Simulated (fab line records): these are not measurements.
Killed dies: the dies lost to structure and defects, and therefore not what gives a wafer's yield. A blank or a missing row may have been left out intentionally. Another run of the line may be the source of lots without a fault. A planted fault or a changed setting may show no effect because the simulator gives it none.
A struck lot beside a sound one || flow n5 finfet || 16 steps out of a route of 1938
Sound: these wafers, L237.1, L237.2, L237.4. Struck: wafer L245.5. (L245.2, L245.6 of the same lot were not struck and are left out.) The cause comes at the end.
Order at every step that has rows: each side's tool, ch and its chambers, its first start. Under that, the readings that differ: sound wafers || struck wafers || difference of the means || sigmas: that difference in standard deviations of wafers without a fault.
alike: words and numbers the same on both sides, and readings whose means are apart by under 2 such deviations; not compared: readings that were withheld, readings missing a value for some wafer, numbers with overlapping values and no deviation given by the record, and bounds like >300 which may hide the same value.
A row with sigmas, a row that says differs or no value, or rows on one side alone: a step with any of these is where the two part. When numbers do not overlap yet have no deviation, they are printed without sigmas and do not part them. Lack of a reading on every wafer of one side parts them only where that side has two or more wafers.

first, 2 steps without rows for these wafers: N5_BEOL_M0_SAQP_SRD_93 (time 30 s); N5_BEOL_M0_SAQP_RECESS_114 (chemistry HF/NH3, target SiO2, target depth 14.4 nm, afs cycles 3, sublimation time 60 s).
N5_BEOL_M0_SAQP_SPACER1_ALD_98: deposits SiO2, target thk 12.8 nm, pulse time 1 s, purge time 2 s.
  sound on ald sin-01 ch 1,2,3, day 6 09:01; struck on ald sin-02 ch 1, day 7 16:16
  alike: heater power w, precursor pulse height rel
then, 2 steps without rows for these wafers: N5_BEOL_M0_SAQP_SPACER1_ETCHBACK_99 (etches SiO2 in CHF3/O2, target depth 15.4 nm, time 7.7 s); N5_BEOL_M0_SAQP_MANDREL1_REMOVE_100 (chemistry HBr/Cl2/O2, target a-Si, stops on SiNx, bt time 10 s).
N5_BEOL_M0_SAQP_CD_MEAS_25: the cd target is 13.1 nm.
  sound on cd sem-02 ch 0, day 6 09:41; struck on cd sem-03 ch 0, day 7 16:57
  alike: cd nm
N5_BEOL_M0_SAQP_ETCH_101: etches SiNx in CH3F/O2, target depth 29.9 nm, time 42.7 s.
  sound on rie diel-05 ch 0,2,3, day 6 09:44; struck on rie diel-05 ch 2, day 7 16:59
  alike: bias w, drypump motor current A, oes product au, rf vpp V, showerhead plenum p Torr, throttle valve pct
  not compared: rf hours counter h
then, 1 step without rows for these wafers: N5_BEOL_M0_SAQP_ETCH_102 (etches SiO2 in CF4, target depth 4 nm, time 4.4 s).
N5_BEOL_M0_SAQP_MANDREL_ETCH_103: etches a-Si in HBr/Cl2, stops on SiCN, target depth 45 nm, bt time 10 s, time 27 s.
  sound on rie si-02 ch 1,2, day 6 09:52; struck on rie si-05 ch 1, day 7 17:08
{"reading": "drypump motor current A (A)", "sound": "5.2 5.8 5.3", "struck": 6.4, "difference": "+1.0", "sigmas": "+2"}
  alike: bias w, oes product au, throttle valve pct
  not compared: rf hours counter h
N5_BEOL_M0_SAQP_RECESS_104: chemistry HF/NH3, target SiO2, target depth 18 nm, afs cycles 3, sublimation time 60 s.
  sound on vapor etch-02 ch 0,1, day 6 09:57; struck on vapor etch-01 ch 0, day 7 17:13
{"reading": "drypump motor current A (A)", "sound": "5.58 6.22 6.21", "struck": 5.41, "difference": -0.59, "sigmas": -2}
  alike: sublimation temp c
then, 1 step without rows for these wafers: N5_BEOL_M0_SAQP_COAT_105 (time 60 s, resist thk 100 nm).
N5_BEOL_M0_SAQP_ETCH_106: etches SOC in N2/H2, stops on SiNx, target depth 150 nm.
  sound on rie diel-05 ch 1,2,3, day 6 10:24; struck on rie diel-04 ch 2, day 7 17:49
  alike: bias w, drypump motor current A, h2 flow sccm, oes product au, rf vpp V, showerhead plenum p Torr, throttle valve pct
  not compared: rf hours counter h
N5_BEOL_M0_SAQP_ETCH_107: etches SiNx in CH3F/O2, target depth 30 nm.
  sound on rie diel-05 ch 1,2,3, day 6 10:28; struck on rie diel-04 ch 2, day 7 17:52
{"reading": "bias w (W)", "sound": "73.09 72.76 73.06", "struck": 77.63, "difference": "+4.66", "sigmas": "+21"}
{"reading": "rf vpp V (V)", "sound": "294 298 296", "struck": 323, "difference": "+27", "sigmas": "+6"}
  alike: drypump motor current A, oes product au, showerhead plenum p Torr, throttle valve pct
  not compared: rf hours counter h
then, 1 step without rows for these wafers: N5_BEOL_M0_SAQP_STRIP_108 (strips in N2/H2).
-- the record jumps here: 4 days lie between the struck wafers' starts before and after (it left off in module BEOL_M0_SAQP and takes up again in module BEOL_M4, whose first step shown is number 1111 of the route) --
N5_BEOL_M4_RC_MEAS_101:
  sound on prober-02 ch 0, day 8 20:29; struck on prober-01 ch 0, day 11 16:45
{"reading": "SS_P (mV/dec)", "sound": "74.4 73.3 73.3", "struck": 72.5, "difference": -1.2, "sigmas": -2}
  alike: DIBL_N, DIBL_P, IOFF_N, IOFF_P, ION_N, ION_P, SS_N, VT_N, VT_P
-- the record jumps here: 4 days lie between the struck wafers' starts before and after (it left off in module BEOL_M4 and takes up again in module PASSIVATION, whose first step shown is number 1936 of the route) --
N5_PASSIVATION_PROBE_49:
  the record has rows for the struck wafers here (prober-01, day 15 21:28) and none for the sound ones

## WHERE THEY PART
First at N5_BEOL_M0_SAQP_MANDREL_ETCH_103; last, within this record, at N5_PASSIVATION_PROBE_49.

WHY: what the simulator had put in
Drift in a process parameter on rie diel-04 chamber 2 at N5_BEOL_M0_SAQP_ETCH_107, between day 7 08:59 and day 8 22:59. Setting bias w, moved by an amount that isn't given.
